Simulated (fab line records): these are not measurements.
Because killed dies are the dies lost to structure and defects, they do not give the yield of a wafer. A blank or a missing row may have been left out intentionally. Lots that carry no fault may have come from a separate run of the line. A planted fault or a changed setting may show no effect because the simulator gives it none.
Which tool did it? ; flow n5_finfet ; Sampling: 23 lots, 69 wafers, 5 of 1938 route steps

== WHAT THE GAUGES READ, wafer by wafer ==
N5_BEOL_M12_OVL_MEAS_29.
lot;measured;on;M12_OVL (nm)
L075;day 10 04:33;overlay-01;6 5 17
L074;day 10 13:09;overlay-01;4 7 7
L077;day 11 01:37;overlay-01;3 10 1
L076;day 11 03:24;overlay-02;3 -4 -8
L079;day 11 09:29;overlay-01;4 -6 1
L078;day 11 13:48;overlay-01;5 -3 3
L081;day 11 20:23;overlay-02;9 -9 4
L082;day 12 10:44;overlay-02;1 1 -9
L083;day 12 11:20;overlay-02;0 -2 2
L084;day 13 06:05;overlay-02;-3 17 6
L086;day 13 21:31;overlay-02;-6 -7 -6
L087;day 13 22:16;overlay-01;0 -2 14
L085;day 13 23:31;overlay-01;5 5 -5
L088;day 14 14:40;overlay-02;7 3 -2
L089;day 14 15:02;overlay-02;-5 4 2
L091;day 14 17:21;overlay-02;-1 0 -2
L090;day 14 20:47;overlay-01;-2 -2 0
L093;day 14 23:51;overlay-01;2 7 21
L092;day 15 02:12;overlay-02;-6 1 -2
L094;day 15 04:09;overlay-02;-4 2 2
L095;day 16 01:59;overlay-02;5 1 9
L096;day 16 07:08;overlay-01;8 -4 2
L097;day 16 19:32;overlay-02;4 -3 10

N5_BEOL_M12_RS_MEAS_54: the measuring method here is four-point-probe.
lot;measured;on;M12_RS (ohm/sq)
L075;day 10 09:29;film_metro-02;0.0603 0.0591 0.0595
L074;day 10 15:26;film_metro-01;0.0597 0.0600 0.0622
L077;day 11 04:16;film_metro-01;0.0615 0.0585 0.0593
L076;day 11 07:25;film_metro-02;0.0594 0.0604 0.0592
L079;day 11 13:08;film_metro-01;0.0585 0.0605 0.0605
L078;day 11 17:48;film_metro-02;0.0582 0.0592 0.0595
L081;day 12 00:55;film_metro-02;0.0629 0.0591 0.0626
L082;day 12 13:34;film_metro-01;0.0604 0.0584 0.0609
L083;day 12 17:36;film_metro-02;0.0625 0.0587 0.0602
L084;day 13 09:00;film_metro-02;0.0617 0.0611 0.0603
L086;day 14 01:07;film_metro-02;0.0629 0.0605 0.0591
L087;day 14 01:23;film_metro-02;0.0585 0.0586 0.0598
L085;day 14 01:53;film_metro-02;0.0595 0.0596 0.0601
L088;day 14 21:20;film_metro-02;0.0625 0.0606 0.0588
L089;day 14 21:37;film_metro-01;0.0593 0.0588 0.0590
L091;day 14 21:53;film_metro-01;0.0589 0.0586 0.0609
L090;day 15 00:20;film_metro-01;0.0607 0.0623 0.0581
L093;day 15 03:07;film_metro-01;0.0585 0.0618 0.0607
L092;day 15 09:25;film_metro-01;0.0581 0.0597 0.0584
L094;day 15 08:33;film_metro-02;0.0601 0.0596 0.0596
L095;day 16 06:41;film_metro-02;0.0604 0.0597 0.0602
L096;day 16 10:21;film_metro-02;0.0581 0.0586 0.0578
L097;day 16 21:52;film_metro-02;0.0599 0.0599 0.0584

N5_BEOL_M13_CD_MEAS_10: the cd target is 190 nm.
lot;measured;on;cd_nm (nm)
L075;day 10 10:08;cd_sem-03;190.7 192.4 190.9
L074;day 10 16:04;cd_sem-01;191.4 189.3 191.1
L077;day 11 04:55;cd_sem-03;190.6 190.0 189.4
L076;day 11 07:56;cd_sem-02;190.8 190.8 192.0
L079;day 11 13:47;cd_sem-02;190.8 188.6 192.7
L078;day 11 18:19;cd_sem-01;191.2 191.9 192.0
L081;day 12 01:26;cd_sem-02;190.4 190.0 190.9
L082;day 12 14:13;cd_sem-02;191.3 192.4 193.5
L083;day 12 18:11;cd_sem-03;193.3 191.2 192.5
L084;day 13 09:38;cd_sem-01;190.6 191.3 193.1
L086;day 14 01:38;cd_sem-01;193.5 194.5 192.5
L087;day 14 01:55;cd_sem-03;191.9 192.0 193.3
L085;day 14 03:20;cd_sem-03;192.3 191.5 191.5
L088;day 14 21:59;cd_sem-01;190.5 192.0 190.1
L089;day 14 22:16;cd_sem-02;190.4 191.5 192.2
L091;day 14 22:32;cd_sem-03;190.6 191.3 190.1
L090;day 15 00:59;cd_sem-01;192.4 190.3 192.5
L093;day 15 03:38;cd_sem-02;190.6 191.6 190.9
L092;day 15 09:56;cd_sem-03;191.4 190.4 191.8
L094;day 15 09:04;cd_sem-03;190.3 191.3 191.1
L095;day 16 07:12;cd_sem-03;192.1 191.6 192.2
L096;day 16 10:52;cd_sem-01;188.9 187.4 187.8
L097;day 16 22:30;cd_sem-02;191.8 189.7 190.6

== WHAT TOOL EACH LOT RAN ON (gives the tool, then ch and the chambers of the sampled wafers, and finally the start) ==
lot;N5_BEOL_M12_DESCUM_15;N5_BEOL_M12_ETCH_67
L075;rie_diel-04 ch 1,2, day 10 03:42;rie_diel-04 ch 1,2, day 10 04:39
L074;rie_diel-03 ch 0,1,3, day 10 12:11;rie_diel-05 ch 0,1,3, day 10 13:14
L077;rie_diel-03 ch 0,1,3, day 11 00:47;rie_diel-05 ch 0,1,2, day 11 02:05
L076;rie_diel-03 ch 0,1,2, day 11 02:25;rie_diel-04 ch 0,2, day 11 03:41
L079;rie_diel-04 ch 0,1,2, day 11 08:31;rie_diel-03 ch 0,2, day 11 09:35
L078;rie_diel-05 ch 1,2, day 11 12:55;rie_diel-03 ch 2,3, day 11 13:55
L081;rie_diel-03 ch 0,1,2, day 11 19:24;rie_diel-05 ch 1,2, day 11 20:28
L082;rie_diel-03 ch 0,1,2, day 12 09:49;rie_diel-03 ch 0,1,3, day 12 10:49
L083;rie_diel-03 ch 1,2,3, day 12 10:21;rie_diel-05 ch 0,1,2, day 12 11:25
L084;rie_diel-04 ch 1,2,3, day 13 05:07;rie_diel-05 ch 0,2,3, day 13 06:20
L086;rie_diel-04 ch 0,1,3, day 13 20:40;rie_diel-05 ch 1,2,3, day 13 21:37
L087;rie_diel-04 ch 2,3, day 13 21:23;rie_diel-05 ch 0,1, day 13 22:22
L085;rie_diel-04 ch 0,1,3, day 13 22:38;rie_diel-04 ch 0,2,3, day 13 23:40
L088;rie_diel-03 ch 0,2,3, day 14 13:49;rie_diel-05 ch 0,1,2, day 14 14:46
L089;rie_diel-04 ch 1,3, day 14 14:11;rie_diel-04 ch 1,2,3, day 14 15:07
L091;rie_diel-04 ch 1,2, day 14 16:22;rie_diel-03 ch 0,1,2, day 14 17:26
L090;rie_diel-04 ch 0,1, day 14 19:55;rie_diel-05 ch 1,2,3, day 14 20:53
L093;rie_diel-04 ch 0,2,3, day 14 22:52;rie_diel-05 ch 1,2,3, day 14 23:57
L092;rie_diel-03 ch 0,1,2, day 15 01:13;rie_diel-03 ch 0,2, day 15 02:17
L094;rie_diel-05 ch 0,3, day 15 03:11;rie_diel-04 ch 1,2,3, day 15 04:22
L095;rie_diel-04 ch 0,1,2, day 16 01:07;rie_diel-04 ch 0,1, day 16 02:04
L096;rie_diel-03 ch 0,1,3, day 16 06:07;rie_diel-03 ch 2,3, day 16 07:14
L097;rie_diel-03 ch 0,1, day 16 18:33;rie_diel-03 ch 0,2,3, day 16 19:38
- N5_BEOL_M12_DESCUM_15: chemistry O2, time 7.9 s.
- N5_BEOL_M12_ETCH_67: etches SiARC in CF4, target depth 143 nm, time 238.3 s.

== AS READ BY THE TOOLS THEMSELVES (means over the sampled wafers that have a number; for cases with no such wafer, the mark the record gives instead) ==
N5_BEOL_M12_DESCUM_15.
lot;tool;chamber_pressure_mTorr (mTorr);drypump_motor_current_A (A);o2_flow_sccm (sccm);oes_product_au (a.u.);rf_vpp_V (V);showerhead_plenum_p_Torr (Torr);throttle_valve_pct (%)
L075;rie_diel-04;19.976;5.4;225.0;0.87;243.4;2.05;20.67
L074;rie_diel-03;19.988;5.9;224.4;0.88;242.8;2.10;20.43
L077;rie_diel-03;19.976;5.9;224.8;0.86;243.5;2.10;20.45
L076;rie_diel-03;19.990;5.8;225.1;0.91;243.1;2.11;20.40
L079;rie_diel-04;19.978;5.2;225.4;0.83;242.3;2.07;20.60
L078;rie_diel-05;20.002;5.3;226.0;0.78;243.9;2.13;20.74
L081;rie_diel-03;20.002;5.8;224.5;0.90;243.7;2.11;20.40
L082;rie_diel-03;19.995;5.8;225.3;0.88;242.8;2.10;20.40
L083;rie_diel-03;20.004;5.7;225.3;0.87;243.5;2.13;20.48
L084;rie_diel-04;19.995;5.7;224.3;0.86;243.2;2.07;20.53
L086;rie_diel-04;19.988;5.4;224.7;0.84;242.9;2.09;20.45
L087;rie_diel-04;20.006;5.8;225.3;0.87;243.3;2.09;20.68
L085;rie_diel-04;19.991;5.5;224.6;0.83;242.0;2.09;20.46
L088;rie_diel-03;20.001;5.5;224.4;0.88;243.7;2.10;20.38
L089;rie_diel-04;20.005;6.0;225.3;0.86;244.0;2.10;20.38
L091;rie_diel-04;20.004;5.4;224.8;0.82;242.4;2.04;20.73
L090;rie_diel-04;20.009;5.0;225.2;0.79;243.0;2.08;20.55
L093;rie_diel-04;20.002;5.5;225.2;0.83;242.8;2.11;20.59
L092;rie_diel-03;20.008;5.8;224.4;0.85;243.4;2.10;20.45
L094;rie_diel-05;20.007;5.9;224.3;0.68;242.1;2.05;20.87
L095;rie_diel-04;19.992;5.2;225.2;0.78;241.8;2.05;20.66
L096;rie_diel-03;20.013;5.9;224.7;0.81;243.0;2.09;20.50
L097;rie_diel-03;20.006;6.1;224.8;0.79;243.7;2.08;20.58

N5_BEOL_M12_ETCH_67.
lot;tool;chamber_pressure_mTorr (mTorr);drypump_motor_current_A (A);etch_rf_on_time_s (s);oes_product_au (a.u.);rf_vpp_V (V);showerhead_plenum_p_Torr (Torr);throttle_valve_pct (%)
L075;rie_diel-04;40.02;5.4;236;0.74;182.8;2.08;15.62
L074;rie_diel-05;40.04;5.7;243;0.65;183.7;2.11;15.80
L077;rie_diel-05;39.98;5.5;242;0.66;183.8;2.11;15.64
L076;rie_diel-04;40.01;5.3;230;0.73;184.6;2.10;15.54
L079;rie_diel-03;40.03;5.7;241;0.80;183.7;2.14;15.46
L078;rie_diel-03;39.98;5.4;228;0.81;184.2;2.18;15.48
L081;rie_diel-05;40.01;5.3;241;0.67;183.9;2.15;15.57
L082;rie_diel-03;40.01;5.9;238;0.72;184.1;2.14;15.56
L083;rie_diel-05;40.01;5.5;243;0.64;183.8;2.11;15.66
L084;rie_diel-05;40.03;5.7;247;0.59;183.1;2.10;15.80
L086;rie_diel-05;39.97;5.5;247;0.63;183.8;2.14;15.76
L087;rie_diel-05;39.98;5.5;239;0.68;183.6;2.12;15.72
L085;rie_diel-04;39.97;5.5;233;0.73;184.2;2.13;15.46
L088;rie_diel-05;39.99;5.5;244;0.63;183.9;2.10;15.69
L089;rie_diel-04;39.99;5.7;236;0.72;183.4;2.10;15.58
L091;rie_diel-03;39.98;5.8;238;0.73;184.2;2.14;15.56
L090;rie_diel-05;39.99;5.5;247;0.63;184.6;2.14;15.80
L093;rie_diel-05;40.03;5.5;242;0.63;183.0;2.14;15.79
L092;rie_diel-03;39.99;5.5;229;0.78;184.0;2.15;15.51
L094;rie_diel-04;40.02;5.7;238;0.71;183.8;2.10;15.58
L095;rie_diel-04;40.01;5.1;235;0.66;184.2;2.10;15.78
L096;rie_diel-03;40.01;5.5;228;0.73;183.7;2.16;15.59
L097;rie_diel-03;40.00;5.5;233;0.72;184.0;2.14;15.58

== THE ANSWER, worked out from the rows above alone ==
Rule: the usual values come from the lots themselves. The widest of any qualifying gaps counts: lots, ordered by their means at a reading, are off when they make up no more than a third of the lots, leave a main group of 4 or more, and stand apart from it by 3 or more times the standard deviation of that group's means. The tables above print the reading to a certain number of digits; a main group whose means all agree to those digits is not used. A lot without any number at a reading at which 4 lots or more have one is off too. The other lots that the step has rows for count as sound. The gauges are gone through in route order, then the tools' own readings, and for those a lot's mean is taken as printed above. The first step at which some lot is off is used, and at that step the reading that is off furthest; a lot without a number counts as furthest.
No lot is off at any reading shown: from this, nothing can be told.

== WHAT HAD BEEN PUT IN BY THE SIMULATOR ==
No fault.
